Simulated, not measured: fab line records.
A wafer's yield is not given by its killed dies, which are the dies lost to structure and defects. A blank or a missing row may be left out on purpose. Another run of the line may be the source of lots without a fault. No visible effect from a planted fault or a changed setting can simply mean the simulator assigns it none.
Split-lot experiment / flow n5Finfet / 7 lots, 21 wafers read, on a route of 1938 steps

== ABOUT THE SPLIT ==
At N5_BEOL_M11_ILD_DEP_00 (deposits SiCOH lowk from DEMS/porogen, target thk 308.51 nm, time 58 s), the setting timeS was moved away from the recipe's 58 s on 7 of the 21 wafers read, by -14.9% to +14.3%. All remaining wafers had this setting at the recipe value.

== FROM THE SPLIT TO THE READING: what the file shows between them, 1 step ==
- N5_BEOL_M11_CURE_71: cures SiCOH lowk, time 240 s

== THE READING ==
M11_ILD_THK in nanometres, read at N5_BEOL_M11_THK_MEAS_01. On this fab line, fault-free wafers typically give 268 nm with a standard deviation of 3.7 nm.

wafer=L074.1; tool, chamber at the split=pecvd-02, 1; timeS as run, s=58; against the recipe=recipe; M11_ILD_THK, nm=270; against lot-mates on the recipe=-
wafer=L074.2; tool, chamber at the split=pecvd-02, 0; timeS as run, s=58; against the recipe=recipe; M11_ILD_THK, nm=272; against lot-mates on the recipe=-
wafer=L074.6; tool, chamber at the split=pecvd-02, 1; timeS as run, s=58; against the recipe=recipe; M11_ILD_THK, nm=278; against lot-mates on the recipe=-
wafer=L078.2; tool, chamber at the split=pecvd-04, 0; timeS as run, s=62.07; against the recipe=+7.0%; M11_ILD_THK, nm=286; against lot-mates on the recipe=+21
wafer=L078.3; tool, chamber at the split=pecvd-04, 1; timeS as run, s=62.07; against the recipe=+7.0%; M11_ILD_THK, nm=284; against lot-mates on the recipe=+19
wafer=L078.4; tool, chamber at the split=pecvd-04, 2; timeS as run, s=58; against the recipe=recipe; M11_ILD_THK, nm=265; against lot-mates on the recipe=-
wafer=L080.1; tool, chamber at the split=pecvd-01, 0; timeS as run, s=58; against the recipe=recipe; M11_ILD_THK, nm=263; against lot-mates on the recipe=-
wafer=L080.3; tool, chamber at the split=pecvd-01, 2; timeS as run, s=58; against the recipe=recipe; M11_ILD_THK, nm=262; against lot-mates on the recipe=-
wafer=L080.4; tool, chamber at the split=pecvd-01, 0; timeS as run, s=58; against the recipe=recipe; M11_ILD_THK, nm=268; against lot-mates on the recipe=-
wafer=L081.2; tool, chamber at the split=pecvd-01, 2; timeS as run, s=49.34; against the recipe=-14.9%; M11_ILD_THK, nm=223; against lot-mates on the recipe=-46
wafer=L081.4; tool, chamber at the split=pecvd-01, 0; timeS as run, s=49.34; against the recipe=-14.9%; M11_ILD_THK, nm=225; against lot-mates on the recipe=-44
wafer=L081.5; tool, chamber at the split=pecvd-01, 1; timeS as run, s=58; against the recipe=recipe; M11_ILD_THK, nm=269; against lot-mates on the recipe=-
wafer=L091.2; tool, chamber at the split=pecvd-02, 0; timeS as run, s=58; against the recipe=recipe; M11_ILD_THK, nm=267; against lot-mates on the recipe=-
wafer=L091.4; tool, chamber at the split=pecvd-02, 1; timeS as run, s=58; against the recipe=recipe; M11_ILD_THK, nm=271; against lot-mates on the recipe=-
wafer=L091.5; tool, chamber at the split=pecvd-02, 2; timeS as run, s=65.38; against the recipe=+12.7%; M11_ILD_THK, nm=304; against lot-mates on the recipe=+35
wafer=L089.1; tool, chamber at the split=pecvd-04, 2; timeS as run, s=58; against the recipe=recipe; M11_ILD_THK, nm=261; against lot-mates on the recipe=-
wafer=L089.2; tool, chamber at the split=pecvd-04, 0; timeS as run, s=66.27; against the recipe=+14.3%; M11_ILD_THK, nm=301; against lot-mates on the recipe=+41
wafer=L089.3; tool, chamber at the split=pecvd-04, 1; timeS as run, s=58; against the recipe=recipe; M11_ILD_THK, nm=259; against lot-mates on the recipe=-
wafer=L093.1; tool, chamber at the split=pecvd-02, 1; timeS as run, s=58; against the recipe=recipe; M11_ILD_THK, nm=266; against lot-mates on the recipe=-
wafer=L093.2; tool, chamber at the split=pecvd-02, 2; timeS as run, s=49.81; against the recipe=-14.1%; M11_ILD_THK, nm=224; against lot-mates on the recipe=-44
wafer=L093.4; tool, chamber at the split=pecvd-02, 2; timeS as run, s=58; against the recipe=recipe; M11_ILD_THK, nm=269; against lot-mates on the recipe=-

FIT RESULTS
A straight line over all 21 wafers: M11_ILD_THK changes by +2.79 nm for each +1% of timeS; r = +0.98; the points scatter about the line by 4.5 nm.
The same after taking each lot's own level away (the mean of its wafers on the recipe; 21 wafers): +2.95 nm for each +1%; r = +1.00; scatter 2.1 nm.
According to that fit, moving timeS by its largest amount changes the reading by 44 nm.
The span of the lots' own levels, 260.0 to 273.3 nm, comes to 3.6 times the standard deviation stated above.
The two slopes agree, so the slope changes little with the lot-to-lot level.
Check: -43.9 nm against its lot-mates is what the line predicts for one of the wafers moved furthest among these (-14.9%) when that wafer is left out of the fit. Against them it came out at -46 nm.

== OTHER SPLITS APPLIED TO THESE WAFERS ==
These wafers also went through other splits before the reading. Each is held against what the fit with the lots' levels taken away leaves over:
other split on the same wafers=N5_BEOL_M9_EXPOSE_25 doseMj; wafers away from the commonest value=6; r with M11_ILD_THK (lot level and that fit taken away)=-0.13

== THE WHOLE CHAIN: every reading that the file lists as answering this split, in the file's order ==
step=N5_BEOL_M11_ILD_DEP_00; what it does=deposits SiCOH lowk from DEMS/porogen, target thk 308.51 nm, time 58 s; reading=SiCOH_lowk_of_BEOL_M11_ILD_DEP_00.thkNm (the simulator's own value, which no gauge read); change (the file's fit)=+3.31 nm for each +1% of the setting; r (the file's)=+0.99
step=N5_BEOL_M11_CURE_71; what it does=cures SiCOH lowk, time 240 s; reading=SiCOH_lowk_of_BEOL_M11_ILD_DEP_00.thkNm (the simulator's own value, which no gauge read); change (the file's fit)=+2.93 nm for each +1% of the setting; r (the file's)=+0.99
step=N5_BEOL_M11_THK_MEAS_01; what it does=; reading=M11_ILD_THK; change (the file's fit)=+2.92 for each +1% of the setting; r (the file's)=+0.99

== FILE'S OWN FIT ==
M11_ILD_THK changes by +2.92 nm for each +1% of timeS, r = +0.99.
